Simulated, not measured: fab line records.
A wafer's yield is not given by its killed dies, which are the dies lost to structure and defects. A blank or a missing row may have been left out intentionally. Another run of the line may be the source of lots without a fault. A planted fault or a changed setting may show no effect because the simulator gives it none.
Matching of chambers || flow n5-finfet || 4 sister chambers for N5_BEOL_M5_STRIP_19 on rie-diel-01
The step strips in O2. 16 wafers are shown with their chamber, then 8 later ones without.

WAFERS PAIRED WITH THEIR CHAMBERS
{"wafer": "L077.1", "chamber": 1, "throttle-valve-pct (%)": 17.09, "drypump-motor-current-A (A)": 5.8, "showerhead-plenum-p-Torr (Torr)": 2.08}
{"wafer": "L077.3", "chamber": 2, "throttle-valve-pct (%)": 16.19, "drypump-motor-current-A (A)": 5.4, "showerhead-plenum-p-Torr (Torr)": 2.04}
{"wafer": "L077.4", "chamber": 0, "throttle-valve-pct (%)": 16.32, "drypump-motor-current-A (A)": 5.9, "showerhead-plenum-p-Torr (Torr)": 2.13}
{"wafer": "L078.1", "chamber": 3, "throttle-valve-pct (%)": 16.33, "drypump-motor-current-A (A)": 5.3, "showerhead-plenum-p-Torr (Torr)": 2.07}
{"wafer": "L078.2", "chamber": 0, "throttle-valve-pct (%)": 16.31, "drypump-motor-current-A (A)": 5.8, "showerhead-plenum-p-Torr (Torr)": 2.13}
{"wafer": "L078.5", "chamber": 3, "throttle-valve-pct (%)": 16.33, "drypump-motor-current-A (A)": 5.3, "showerhead-plenum-p-Torr (Torr)": 2.07}
{"wafer": "L080.1", "chamber": 3, "throttle-valve-pct (%)": 16.33, "drypump-motor-current-A (A)": 5.3, "showerhead-plenum-p-Torr (Torr)": 2.06}
{"wafer": "L080.2", "chamber": 0, "throttle-valve-pct (%)": 16.33, "drypump-motor-current-A (A)": 5.8, "showerhead-plenum-p-Torr (Torr)": 2.12}
{"wafer": "L080.4", "chamber": 2, "throttle-valve-pct (%)": 16.19, "drypump-motor-current-A (A)": 5.4, "showerhead-plenum-p-Torr (Torr)": 2.04}
{"wafer": "L083.1", "chamber": 2, "throttle-valve-pct (%)": 16.21, "drypump-motor-current-A (A)": 5.3, "showerhead-plenum-p-Torr (Torr)": 2.04}
{"wafer": "L083.3", "chamber": 0, "throttle-valve-pct (%)": 16.34, "drypump-motor-current-A (A)": 5.9, "showerhead-plenum-p-Torr (Torr)": 2.12}
{"wafer": "L083.4", "chamber": 3, "throttle-valve-pct (%)": 16.34, "drypump-motor-current-A (A)": 5.3, "showerhead-plenum-p-Torr (Torr)": 2.06}
{"wafer": "L086.4", "chamber": 2, "throttle-valve-pct (%)": 16.24, "drypump-motor-current-A (A)": 5.3, "showerhead-plenum-p-Torr (Torr)": 2.04}
{"wafer": "L086.5", "chamber": 1, "throttle-valve-pct (%)": 17.11, "drypump-motor-current-A (A)": 5.8, "showerhead-plenum-p-Torr (Torr)": 2.07}
{"wafer": "L086.6", "chamber": 0, "throttle-valve-pct (%)": 16.35, "drypump-motor-current-A (A)": 5.8, "showerhead-plenum-p-Torr (Torr)": 2.12}
{"wafer": "L089.1", "chamber": 0, "throttle-valve-pct (%)": 16.35, "drypump-motor-current-A (A)": 5.9, "showerhead-plenum-p-Torr (Torr)": 2.12}

SIGNATURES (averages over the wafers above)
{"reading": "throttle-valve-pct", "chamber 0": 16.3333, "chamber 1": 17.1000, "chamber 2": 16.2075, "chamber 3": 16.3325, "scatter within a chamber": 0.0165}
{"reading": "drypump-motor-current-A", "chamber 0": 5.850, "chamber 1": 5.800, "chamber 2": 5.350, "chamber 3": 5.300, "scatter within a chamber": 0.0456}
{"reading": "showerhead-plenum-p-Torr", "chamber 0": 2.1233, "chamber 1": 2.0750, "chamber 2": 2.0400, "chamber 3": 2.0650, "scatter within a chamber": 0.00486}
Rule: distance of a wafer from a chamber = root of the sum over the readings of ((wafer's reading minus chamber's mean) / reading's scatter) squared. The wafer belongs to the nearest chamber; if the next one is less than 2 further off, it can't be placed. The scatter: the root of (the sum of the squares of (reading less its chamber's mean) over the shown wafers, divided by (wafers less chambers)).

WAFERS WITHOUT THEIR CHAMBER
{"wafer": "L089.5", "throttle-valve-pct (%)": 16.36, "drypump-motor-current-A (A)": 5.3, "showerhead-plenum-p-Torr (Torr)": 2.06}
{"wafer": "L089.6", "throttle-valve-pct (%)": 16.23, "drypump-motor-current-A (A)": 5.4, "showerhead-plenum-p-Torr (Torr)": 2.04}
{"wafer": "L090.1", "throttle-valve-pct (%)": 16.36, "drypump-motor-current-A (A)": 5.9, "showerhead-plenum-p-Torr (Torr)": 2.12}
{"wafer": "L090.2", "throttle-valve-pct (%)": 16.39, "drypump-motor-current-A (A)": 5.3, "showerhead-plenum-p-Torr (Torr)": 2.06}
{"wafer": "L090.5", "throttle-valve-pct (%)": 16.24, "drypump-motor-current-A (A)": 5.3, "showerhead-plenum-p-Torr (Torr)": 2.03}
{"wafer": "L097.1", "throttle-valve-pct (%)": 16.27, "drypump-motor-current-A (A)": 5.3, "showerhead-plenum-p-Torr (Torr)": 2.03}
{"wafer": "L097.4", "throttle-valve-pct (%)": 16.27, "drypump-motor-current-A (A)": 5.3, "showerhead-plenum-p-Torr (Torr)": 2.03}
{"wafer": "L097.6", "throttle-valve-pct (%)": 16.39, "drypump-motor-current-A (A)": 5.9, "showerhead-plenum-p-Torr (Torr)": 2.11}

THE CHAMBER EACH PASSED THROUGH
{"wafer": "L089.5", "from the rows above": 3, "in truth": 3}
{"wafer": "L089.6", "from the rows above": 2, "in truth": 2}
{"wafer": "L090.1", "from the rows above": 0, "in truth": 0}
{"wafer": "L090.2", "from the rows above": 3, "in truth": 3}
{"wafer": "L090.5", "from the rows above": 2, "in truth": 2}
{"wafer": "L097.1", "from the rows above": 2, "in truth": 2}
{"wafer": "L097.4", "from the rows above": 2, "in truth": 2}
{"wafer": "L097.6", "from the rows above": 0, "in truth": 0}
Correctly placed: 8 of 8. From these rows, 0 cannot be placed. Placed wrongly: 0.
